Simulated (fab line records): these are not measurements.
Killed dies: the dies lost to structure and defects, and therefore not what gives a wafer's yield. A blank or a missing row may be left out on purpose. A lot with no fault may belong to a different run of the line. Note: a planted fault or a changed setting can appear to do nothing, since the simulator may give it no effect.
fab line records	flow n5_finfet
[record] lots = 10	wafers = 29	last_day = 18
route steps=1938 shown GATE_CUT@470 PASSIVATION@1908
lots with no fault: from the same line, run without faults
start_h: start of the lot's first displayed wafer, in hours after the record's first day	wait_h: hours from the lot's prior step to this one	" the same as in the row above	L1.1+2: one row covering several wafers at once	- no value, or no start given	* or withheld: withheld	< > ~ a bound
route shown NAME@n: names a module that has steps shown in the file, with the first one's number in the route	usual: average and standard deviation across the fault-free wafers	same: alike in all rows	chamber/n: place in a boat	sites: readings site by site	_std_site: the standard deviation of these	_edge_site: outer sites' mean less inner sites'	radius_mm: how far each site lies from the wafer's centre	mask NAME#n: copy n	behind: the last tool/chamber to shape the wafer	hold: the reason the lot was held/the length of the hold in hours/how it ended	device: transistor that didn't switch, given as n, p or np	end of line: tests of these same wafers at the route's end	step lacking rows: just its recipe	killed: the dies lost at the first sort to structure and to defects; this is not the yield of the wafer	map: shows each die of a wafer: x if killed, . if not, _ if none is there
set.NAME: the setting the step ran with; set.NAME@STEP: the setting that earlier step ran with	model.NAME: the simulator's own value behind a step, which no gauge read
one table for each step of the route and one row for each wafer, over a sample of lots
services: the hour from which a tool's chamber was out of use, counted from the record's first day as start_h (under 0 if before that day), plus the number of hours and why
[[steps]]
[step N5_GATE_CUT_STRIP_59]
[recipe] chemistry = N2/H2	time_s = 20	power_w = 100	temp_c = 40	pressure_mtorr = 100	rf_frequency_hz = 6e+07	bias_power_w = 3	n2_flow_sccm = 300	h2_flow_sccm = 300
[usual] drypump_motor_current_A = 5.6/0.38	oes_product_au = 0.76/0.079	rf_vpp_V = 45.3/0.8	showerhead_plenum_p_Torr = 3.42/0.088	throttle_valve_pct = 12.29/0.29
lot.wafer	tool	chamber	start_h	wait_h	drypump_motor_current_A	oes_product_au	rf_hours_counter_h	rf_vpp_V	showerhead_plenum_p_Torr	throttle_valve_pct
L676.3	rie_diel-02	1	81.98	0.1	6.5	0.73	173	44.3	3.35	12.29
L676.4	"	2	"	"	5.4	0.76	139	44.9	3.50	11.95
L676.5	"	2	"	"	5.4	0.76	-	45.4	3.50	11.94
L678.2	rie_diel-04	1	90.00	0.1	5.8	0.71	179	44.8	3.39	12.67
L678.4	"	3	"	"	5.2	0.71	177	45.4	3.52	12.37
L678.5	"	3	"	"	5.2	0.71	-	45.9	3.52	12.36
L679.5	rie_diel-04	2	100.63	0.0	5.6	0.85	-	47.1	3.57	11.95
L679.6	"	3	"	"	5.2	0.71	-	45.9	3.52	12.36
L683.2	rie_diel-03	0	128.22	0.1	5.6	0.64	249	45.4	3.32	12.34
L683.4	"	0	"	"	5.6	0.65	-	46.1	3.32	12.33
L683.6	"	3	"	"	6.0	0.80	-	46.3	3.39	12.27
L686.1	rie_diel-04	1	141.72	0.1	5.7	0.69	200	44.3	3.38	12.74
L686.4	"	0	"	"	6.1	0.71	207	47.3	3.50	12.56
L686.5	"	0	"	"	6.1	0.71	-	45.3	3.50	12.58
L687.2	rie_diel-04	0	148.76	0.1	6.1	0.72	207	45.6	3.50	12.58
L687.4	"	1	"	"	5.8	0.68	200	44.4	3.38	12.74
L687.5	"	2	"	"	5.6	0.82	-	44.9	3.56	12.01
L689.2	rie_diel-02	2	157.26	0.1	5.4	0.73	155	46.7	3.49	11.97
L689.4	"	0	"	"	5.6	0.81	93	46.1	3.28	12.21
L689.5	"	2	"	"	5.4	0.74	-	44.1	3.49	12.00
L690.1	rie_diel-04	0	165.08	0.1	6.0	0.71	212	46.5	3.50	12.58
L690.2	"	2	"	"	5.6	0.82	77	44.8	3.55	12.00
L690.3	"	3	"	"	5.2	0.69	196	47.4	3.51	12.41
L698.1	rie_diel-02	2	218.08	0.1	5.4	0.72	173	44.0	3.48	12.02
L698.3	"	3	"	"	5.1	0.69	240	45.1	3.34	12.54
L698.6	"	3	"	"	5.1	0.69	-	44.6	3.34	12.54
L699.2	rie_diel-04	3	221.72	0.1	5.2	0.68	211	45.5	3.50	12.43
L699.3	"	0	"	"	6.0	0.70	227	44.2	3.49	12.62
L699.5	"	0	"	"	6.0	0.70	-	46.4	3.49	12.60
[step N5_PASSIVATION_DESCUM_32]
[recipe] chemistry = O2	time_s = 7.9	source_power_w = 50	bias_power_w = 20	pressure_mtorr = 20	rf_frequency_hz = 2.712e+07	temp_c = 40	o2_flow_sccm = 225
[usual] drypump_motor_current_A = 5.5/0.41	oes_product_au = 0.80/0.088	rf_vpp_V = 243.1/1.4	showerhead_plenum_p_Torr = 2.08/0.065	throttle_valve_pct = 20.33/0.26
lot.wafer	tool	chamber	start_h	wait_h	drypump_motor_current_A	oes_product_au	rf_hours_counter_h	rf_vpp_V	showerhead_plenum_p_Torr	throttle_valve_pct
L676.3	rie_diel-01	3	282.79	0.2	6.6	0.67	245	245.9	2.15	20.19
L676.4	"	1	"	"	6.0	0.69	-	240.9	2.01	20.89
L676.5	"	3	"	"	6.6	0.66	-	245.5	2.15	20.18
L678.2	rie_diel-01	2	294.38	0.0	5.3	0.80	121	244.3	2.09	20.06
L678.4	"	3	"	"	6.6	0.66	-	242.4	2.15	20.18
L678.5	"	1	"	"	6.0	0.68	-	241.3	2.01	20.90
L683.2	rie_diel-01	2	306.81	0.0	5.3	0.81	128	244.3	2.09	20.07
L683.4	"	1	"	"	6.1	0.68	-	241.4	2.01	20.91
L683.6	"	2	"	"	5.3	0.80	-	244.6	2.09	20.07
L679.5	rie_diel-06	0	310.26	0.3	5.6	0.74	-	242.5	2.01	20.78
L679.6	"	3	"	"	5.5	0.70	-	243.9	2.18	20.48
L686.1	rie_diel-06	2	342.53	0.0	5.8	0.80	126	239.7	2.02	20.53
L686.4	"	1	"	"	5.6	0.87	70	241.0	2.05	20.38
L686.5	"	1	"	"	5.6	0.87	-	242.9	2.05	20.37
L690.1	rie_diel-01	2	350.85	0.1	5.3	0.79	134	242.4	2.09	20.08
L690.2	"	3	"	"	6.6	0.96	12	245.1	2.14	19.93
L690.3	"	0	"	"	5.2	0.89	20	244.0	2.14	20.37
L687.2	rie_diel-01	3	351.84	0.0	6.6	0.95	13	243.9	2.14	19.94
L687.4	"	0	"	"	5.2	0.90	-	244.3	2.14	20.36
L687.5	"	3	"	"	6.5	0.95	-	245.8	2.14	19.92
L689.2	rie_diel-05	1	361.11	0.0	5.3	0.78	145	244.5	2.16	20.06
L689.4	"	0	"	"	5.4	0.89	35	240.6	2.04	20.25
L689.5	"	0	"	"	5.4	0.89	-	243.2	2.04	20.24
L699.2	rie_diel-05	2	409.00	0.2	5.1	0.98	3	243.6	2.13	20.06
L699.3	"	3	"	"	5.2	0.77	127	242.8	1.99	20.19
L699.5	"	2	"	"	5.1	0.98	-	243.1	2.13	20.06
L698.1	rie_diel-01	0	420.32	0.1	5.2	0.85	44	243.8	2.14	20.42
L698.3	"	3	"	"	6.6	0.91	37	242.7	2.13	19.97
L698.6	"	3	"	"	6.6	0.90	-	243.2	2.13	19.96
[step N5_PASSIVATION_AL_ETCH_33]
[recipe] chemistry = Cl2/BCl3	target_depth_a = 28000	over_etch_frac = 0.15	Cl2_flow_sccm = 180	bcl3_flow_sccm = 60	target = Al	stop_on = TaN	time_s = 466.7	ion_energy_ev = 100	pressure_mtorr = 10	icp_w = 900	bias_w = 100
[usual] drypump_motor_current_A = 5.8/0.39	he_backside_leak_sccm = 3.32/0.22	oes_product_au = 0.71/0.041	throttle_valve_pct = 34.13/0.28
lot.wafer	tool	chamber	start_h	wait_h	drypump_motor_current_A	he_backside_leak_sccm	oes_product_au	rf_hours_counter_h	throttle_valve_pct
L676.3	rie_metal-03	0	283.01	0.2	6.3	3.25	0.74	-	33.89
L676.4	"	1	"	"	5.9	3.14	0.70	-	34.41
L676.5	"	1	"	"	5.8	3.04	0.69	-	34.42
L678.2	rie_metal-01	0	294.47	0.1	6.2	3.43	0.66	67	33.87
L678.4	"	0	"	"	6.1	3.47	0.65	-	33.89
L678.5	"	1	"	"	5.6	3.35	0.74	-	34.42
L683.2	rie_metal-03	1	306.90	0.1	5.8	3.12	0.69	50	34.43
L683.4	"	0	"	"	6.4	3.37	0.74	-	33.87
L683.6	"	0	"	"	6.3	3.38	0.74	-	33.86
L679.5	rie_metal-01	1	310.67	0.4	5.6	3.53	0.73	-	34.43
L679.6	"	0	"	"	6.1	3.48	0.65	-	33.90
L686.1	rie_metal-02	0	342.62	0.1	5.2	3.16	0.79	16	33.71
L686.4	"	1	"	"	5.3	3.50	0.74	-	34.20
L686.5	"	0	"	"	5.2	3.33	0.79	-	33.72
L690.1	rie_metal-03	1	350.93	0.1	5.8	3.15	0.67	55	34.47
L690.2	"	1	"	"	5.8	3.43	0.68	-	34.41
L690.3	"	1	"	"	5.8	3.25	0.68	-	34.40
L687.2	rie_metal-02	1	351.93	0.1	5.3	3.44	0.74	33	34.20
L687.4	"	0	"	"	5.2	3.10	0.78	-	33.73
L687.5	"	0	"	"	5.2	3.34	0.78	-	33.72
L689.2	rie_metal-02	1	361.20	0.1	5.3	3.49	0.73	34	34.21
L689.4	"	0	"	"	5.2	3.35	0.78	-	33.71
L689.5	"	0	"	"	5.2	3.20	0.76	-	33.79
L699.2	rie_metal-02	0	409.08	0.1	5.2	3.17	0.77	22	33.74
L699.3	"	0	"	"	5.2	3.19	0.77	-	33.72
L699.5	"	1	"	"	5.3	3.55	0.73	-	34.20
L698.1	rie_metal-03	0	420.41	0.1	6.4	3.38	0.72	38	33.83
L698.3	"	1	"	"	5.8	3.01	0.67	-	34.39
L698.6	"	0	"	"	6.3	3.35	0.72	-	33.85
[step N5_PASSIVATION_DESCUM_46]
[recipe] chemistry = O2	time_s = 7.9	source_power_w = 50	bias_power_w = 20	pressure_mtorr = 20	rf_frequency_hz = 2.712e+07	temp_c = 40	o2_flow_sccm = 225
[usual] drypump_motor_current_A = 5.5/0.43	oes_product_au = 0.80/0.089	rf_vpp_V = 243.1/1.4	showerhead_plenum_p_Torr = 2.09/0.07	throttle_valve_pct = 20.32/0.26
lot.wafer	tool	chamber	start_h	wait_h	drypump_motor_current_A	oes_product_au	rf_hours_counter_h	rf_vpp_V	showerhead_plenum_p_Torr	throttle_valve_pct
L676.3	rie_diel-01	1	284.82	0.2	6.0	0.68	243	241.1	2.01	20.90
L676.4	"	1	"	"	6.0	0.68	-	242.9	2.01	20.91
L676.5	"	3	"	"	6.6	0.66	-	242.6	2.15	20.22
L678.2	rie_diel-05	3	296.29	0.2	5.2	0.81	88	239.9	2.01	20.14
L678.4	"	1	"	"	5.3	0.81	121	245.8	2.17	20.03
L678.5	"	1	"	"	5.3	0.80	-	245.1	2.17	20.01
L683.2	rie_diel-05	2	308.68	0.0	5.1	0.69	224	244.8	2.14	20.34
L683.4	"	3	"	"	5.2	0.80	93	240.4	2.00	20.13
L683.6	"	3	"	"	5.2	0.81	-	243.3	2.00	20.15
L679.5	rie_diel-01	2	312.15	0.0	5.3	0.79	-	242.7	2.09	20.06
L679.6	"	1	"	"	6.0	0.68	-	241.3	2.01	20.93
L686.1	rie_diel-06	1	344.91	0.4	5.6	0.87	71	241.8	2.05	20.38
L686.4	"	2	"	"	5.9	0.79	127	243.1	2.02	20.52
L686.5	"	2	"	"	5.9	0.79	-	243.2	2.02	20.51
L690.1	rie_diel-05	0	353.27	0.0	5.4	0.90	31	242.3	2.04	20.22
L690.2	"	1	"	"	5.3	0.78	142	244.5	2.16	20.04
L690.3	"	3	"	"	5.2	0.80	105	242.0	2.00	20.16
L687.2	rie_diel-01	2	353.74	0.0	5.3	0.79	135	242.5	2.08	20.06
L687.4	"	2	"	"	5.3	0.79	-	243.5	2.08	20.08
L687.5	"	0	"	"	5.2	0.90	-	243.6	2.14	20.38
L689.2	rie_diel-05	3	362.88	0.0	5.2	0.79	109	241.7	2.00	20.14
L689.4	"	0	"	"	5.4	0.88	35	243.8	2.04	20.24
L689.5	"	3	"	"	5.2	0.79	-	241.4	2.00	20.17
L699.2	rie_diel-01	1	410.84	0.0	6.0	0.94	11	246.5	2.27	20.44
L699.3	"	2	"	"	5.3	0.77	155	240.9	2.08	20.12
L699.5	"	2	"	"	5.3	0.77	-	244.3	2.08	20.09
L698.1	rie_diel-05	1	422.09	0.1	5.3	0.75	168	244.8	2.15	20.08
L698.3	"	2	"	"	5.1	0.96	6	244.9	2.12	20.07
L698.6	"	2	"	"	5.1	0.97	-	244.5	2.12	20.06
[step N5_PASSIVATION_PROBE_49]
[usual] defect_limited_yield = 91.0/1.4	killed_at_M0_to_M3 = 36/9.6	killed_at_M4_up = 14/6.1	killed_at_contacts = 13/6.6	killed_at_front_end = 40/11	killed_at_other = 3.2/2.9	killed_dies = 106/17	killed_open = 71/12	killed_short = 33/7.3	sort_bin_4_leakage = 0.02/0.11	sort_bin_5_function = 5.3/1	sort_bin_6_memory = 3.4/0.68	sort_n_pass = 1073/19	sort_yield_pct = 91.0/1.6
[same] gross_dies = 1180	killed_at_back_side = 0	sort_bin_8_speed[%] = 0
lot.wafer	tool	chamber	start_h	wait_h	defect_limited_yield[%]	killed_at_M0_to_M3	killed_at_M4_up	killed_at_contacts	killed_at_front_end	killed_at_other	killed_dies	killed_open	killed_short	sort_bin_4_leakage[%]	sort_bin_5_function[%]	sort_bin_6_memory[%]	sort_n_pass	sort_yield_pct[%]
L686.1	prober-02	-	348.04	0.0	92.4	30	12	24	23	1	90	68	22	0	4.4	2.9	1090	92.4
L686.4	prober-02	-	348.19	0.2	90.4	32	11	25	41	4	113	72	41	0	5.2	4.2	1067	90.4
L686.5	prober-02	-	348.24	0.2	91.5	20	18	24	36	2	100	68	30	0	5.0	3.1	1080	91.5
L698.1	prober-01	-	425.14	0.0	90.6	43	5	10	51	2	111	76	34	0	5.3	3.9	1069	90.6
L698.3	prober-01	-	425.24	0.1	88.9	32	9	12	74	4	131	59	22	0	6.6	3.4	1049	88.9
L698.6	prober-01	-	425.39	0.3	89.5	21	11	21	71	0	124	61	18	0	6.4	2.7	1056	89.5
// killed by level:class
L686.1 MOL_CONTACT_COAG:geometric_particle:open=16 MOL_CONTACT_COAG:geometric_particle:short=8 BEOL_M0_SAQP:geometric_particle:open=8 STI_FIN_REVEAL:geometric_particle:open=7 BEOL_M3:geometric_particle:open=7 BEOL_M2:geometric_particle:open=6 BEOL_M0_SAQP:geometric_particle:short=4 BEOL_M4:geometric_particle:open=4
L686.4 MOL_CONTACT_COAG:geometric_particle:open=23 FIN_SAQP:geometric_particle:short=11 BEOL_M0_SAQP:geometric_particle:open=7 FIN_SAQP:geometric_particle:open=6 BEOL_M3:geometric_particle:open=6 DUMMY_GATE:geometric_particle:open=5 BEOL_M0_SAQP:geometric_particle:short=5 BEOL_M0:geometric_particle:open=5
L686.5 MOL_CONTACT_COAG:geometric_particle:open=20 FIN_SAQP:geometric_particle:short=8 BEOL_M4:geometric_particle:open=5 BEOL_M2:geometric_particle:open=5 DUMMY_GATE:geometric_particle:open=4 BEOL_M0:geometric_particle:open=4 MOL_CONTACT_COAG:geometric_particle:short=4 STARTING-WAFER:geometric_particle:short=4
L698.1 BEOL_M2:geometric_particle:open=21 STI_FIN_REVEAL:geometric_particle:open=19 MOL_CONTACT_COAG:geometric_particle:open=8 FIN_SAQP:geometric_particle:open=7 FIN_SAQP:geometric_particle:short=7 GATE_CUT:geometric_particle:short=5 STARTING-WAFER:geometric_particle:short=5 BEOL_M0_SAQP:geometric_particle:short=4
L698.3 GATE_CUT:unspecified=47 MOL_CONTACT_COAG:geometric_particle:open=9 BEOL_M0_SAQP:geometric_particle:open=9 BEOL_M2:geometric_particle:open=8 STI_FIN_REVEAL:geometric_particle:open=5 DUMMY_GATE:geometric_particle:open=5 BEOL_M1:geometric_particle:open=5 BEOL_M4:geometric_particle:open=5
L698.6 GATE_CUT:unspecified=44 MOL_CONTACT_COAG:geometric_particle:open=16 FIN_SAQP:geometric_particle:open=7 STI_FIN_REVEAL:geometric_particle:open=6 BEOL_M2:geometric_particle:open=6 MOL_CONTACT_COAG:geometric_particle:short=5 BEOL_M1:geometric_particle:open=5 BEOL_M0_SAQP:geometric_particle:open=4
[[services]]
tool	chamber	start_h	hours	kind
rie_diel-05	3	58.57	3.7	repair
rie_diel-01	1	59.16	9.5	repair
rie_diel-02	0	72.37	6.3	repair
rie_diel-05	1	74.67	4.5	repair
rie_metal-02	0	89.89	8.1	repair
rie_diel-04	3	100.75	14.7	repair
rie_diel-01	0	116.87	1.2	repair
rie_diel-04	0	119.99	13.8	repair
rie_diel-02	-	124.83	14.6	pm
rie_diel-04	3	200.03	2.9	repair
rie_diel-01	2	225.67	2.5	repair
rie_diel-01	0	230.15	3.8	repair
rie_metal-03	1	237.99	2.5	repair
rie_metal-03	0	259.33	20.7	repair
rie_diel-01	2	274.40	6.1	repair
rie_metal-02	-	288.37	2.8	pm
rie_metal-02	1	292.25	2.5	repair
rie_diel-01	2	318.89	28.1	repair
rie_diel-02	1	325.70	5.8	repair
rie_diel-05	3	331.24	12.5	repair
rie_metal-03	0	340.53	12.6	repair
rie_diel-01	-	353.12	0.2	repair
rie_diel-05	2	372.14	6.0	repair
rie_diel-01	3	421.49	3.8	repair
[[key]]
[first_sign] step = N5_PASSIVATION_PROBE_49	reading = killed_at_front_end	direction = up	sigmas = 3	usual = 40	struck = 72
[more_kills_born_at] N5_GATE_CUT_STRIP_59@rie_diel-02 = 91
met_at N5_GATE_CUT_STRIP_59
struck_lots L698
struck_wafers L698.3,L698.6
not_acting_at N5_PASSIVATION_DESCUM_32,N5_PASSIVATION_AL_ETCH_33,N5_PASSIVATION_DESCUM_46
[fault] kind = chamber_particle_source	tool = rie_diel-02	chamber = 3	onset_h = 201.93	steps = N5_GATE_CUT_STRIP_59	rate_per_visit_cm2 = 0.56919	end_h = 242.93
